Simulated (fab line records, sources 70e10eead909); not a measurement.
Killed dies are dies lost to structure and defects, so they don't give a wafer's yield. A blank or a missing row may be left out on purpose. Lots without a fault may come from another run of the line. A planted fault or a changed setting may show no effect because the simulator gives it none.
A struck lot beside a sound one | flow nand_harc | 23 steps out of a route of 1302
Sound: wafers L316.1, L316.5, L316.6. Struck: wafers L325.3, L325.4. (L325.5 of the same lot was not struck and is left out.) The cause comes at the end.
At each step with rows: each side's tool, then ch and its chambers, then its first start. Under that, the readings that differ: sound wafers | struck wafers | difference of the means | sigmas: that difference in standard deviations of wafers without a fault.
alike: readings whose means differ by less than 2 such deviations, and words and numbers that are the same on both sides. not compared: withheld readings, readings that some wafer has no value for, bounds like >300 that may hide the same value, and numbers for which the record gives no deviation and whose values overlap.
The two part at a step that has a row with sigmas, a row that says differs or no value, or rows on one side only. Numbers that don't overlap but have no deviation are shown without sigmas and don't part them. A reading that every wafer of one side lacks parts them only if that side has two wafers or more.

NHARC_P_CONTACT_DEP_00: deposits SiO2, target thk 500 nm.
  sound on pecvd-03 ch 0,1; struck on pecvd-02 ch 0
  alike: heater_power_outer_w, heater_power_w, throttle_valve_pct
NHARC_P_CONTACT_CMP_01: polishes SiO2, target thk 200 nm.
  sound on cmp-04 ch 0,1,3, day 7 05:57; struck on cmp-04 ch 0,2, day 11 01:14
  alike: motor_current_A
then, 9 steps without rows for these wafers: NHARC_P_CONTACT_SRD_03; NHARC_P_CONTACT_DEHYDRATE_04 (time 120 s); NHARC_P_CONTACT_HMDS_05 (time 30 s); NHARC_P_CONTACT_COAT_33 (time 75 s); NHARC_P_CONTACT_COAT_34 (time 65 s); NHARC_P_CONTACT_COAT_06 (resist thk 90 nm); NHARC_P_CONTACT_SOFTBAKE_07 (time 55 s); NHARC_P_CONTACT_EBR_08; NHARC_P_CONTACT_EXPOSE_09 (exposes mask P CA, target cd 90 nm).
NHARC_P_CONTACT_PEB_10: peb time 65 s.
  sound on litho_track-04 ch 0, day 7 06:31; struck on litho_track-04 ch 0, day 11 01:59
  alike: heater_power_total_W, resist_line_temp_C
then, 1 step without rows for these wafers: NHARC_P_CONTACT_DEVELOP_11 (develop time 35 s).
NHARC_P_CONTACT_CD_MEAS_12: target cd 90 nm.
  sound on cd_sem-03 ch 0, day 7 06:36; struck on cd_sem-02 ch 0, day 11 02:04
  reading    | sound          | struck      | difference | sigmas
  cd_nm (nm) | 90.4 88.5 89.4 | 100.5 101.4 | +11.5      | +14
NHARC_P_CONTACT_OVL_MEAS_13:
  sound on overlay-02, day 7 06:41; struck on overlay-02, day 11 02:10
  alike: overlay_x_nm, overlay_y_nm
NHARC_P_CONTACT_INSPECT_14:
  sound on defect_inspect-01, day 7 06:43; struck on defect_inspect-02, day 11 02:11
  alike: raw_defect_count
NHARC_P_CONTACT_DESCUM_17: chemistry O2, time 3 s.
  sound on rie_diel-02 ch 0,3, day 7 06:47; struck on rie_diel-02 ch 0,1, day 11 02:16
  reading                    | sound             | struck      | difference | sigmas
  model.P_CONTACT.cd_nm (nm) | 90.23 88.24 89.95 | 100.3 101.3 | +11.3      |
  alike: drypump_motor_current_A, oes_product_au, rf_vpp_V, showerhead_plenum_p_Torr, throttle_valve_pct
  not compared: rf_hours_counter_h
NHARC_P_CONTACT_ETCH_35: etches the open film in CF4, target depth 39 nm, time 65 s.
  sound on rie_diel-02 ch 0,1,3, day 7 06:53; struck on rie_diel-02 ch 0,3, day 11 02:20
  reading                | sound                | struck        | difference | sigmas
  throttle_valve_pct (%) | 13.307 13.284 13.296 | 13.279 13.270 | -0.021     | -2
  alike: drypump_motor_current_A, oes_product_au, rf_vpp_V, showerhead_plenum_p_Torr
  not compared: rf_hours_counter_h
NHARC_P_CONTACT_ETCH_36: etches the open film in N2/H2, target depth 260 nm, time 406.25 s.
  sound on rie_diel-02 ch 0,3; struck on rie_diel-02 ch 2,3
  alike: drypump_motor_current_A, oes_product_au, rf_vpp_V, showerhead_plenum_p_Torr, throttle_valve_pct
  not compared: rf_hours_counter_h
NHARC_P_CONTACT_ETCH_18: etches the open film in C4F8/O2/Ar, target depth 481 nm, time 240.5 s.
  sound on rie_diel-02 ch 0,2,3; struck on rie_diel-02 ch 1,3
  reading               | sound             | struck      | difference | sigmas
  oes_product_au (a.u.) | 0.920 0.920 0.928 | 0.956 0.976 | +0.043     | +2
  alike: rf_vpp_V
  not compared: rf_hours_counter_h
then, 1 step without rows for these wafers: NHARC_P_CONTACT_STRIP_37 (strips in C4F8/O2/Ar).
NHARC_P_CONTACT_ETCH_31: etches the open film in CH3F/O2, target depth 30 nm, time 85.7 s.
  sound on rie_diel-02 ch 0,2,3; struck on rie_diel-02 ch 1,3
  reading                    | sound             | struck      | difference | sigmas
  model.P_CONTACT.cd_nm (nm) | 87.91 86.26 87.76 | 102.3 102.6 | +15.1      |
  alike: ch3f_flow_sccm, drypump_motor_current_A, oes_product_au, rf_vpp_V, showerhead_plenum_p_Torr, throttle_valve_pct
  not compared: rf_hours_counter_h
NHARC_P_CONTACT_CD_MEAS_19:
  sound on cd_sem-02, day 7 07:40; struck on cd_sem-01, day 11 03:08
  reading    | sound          | struck      | difference | sigmas
  cd_nm (nm) | 88.2 86.3 87.7 | 102.2 102.7 | +15.0      | +8

WHERE THEY PART
First at NHARC_P_CONTACT_CD_MEAS_12; last, within this record, at NHARC_P_CONTACT_CD_MEAS_19.

WHY: what the simulator had put in
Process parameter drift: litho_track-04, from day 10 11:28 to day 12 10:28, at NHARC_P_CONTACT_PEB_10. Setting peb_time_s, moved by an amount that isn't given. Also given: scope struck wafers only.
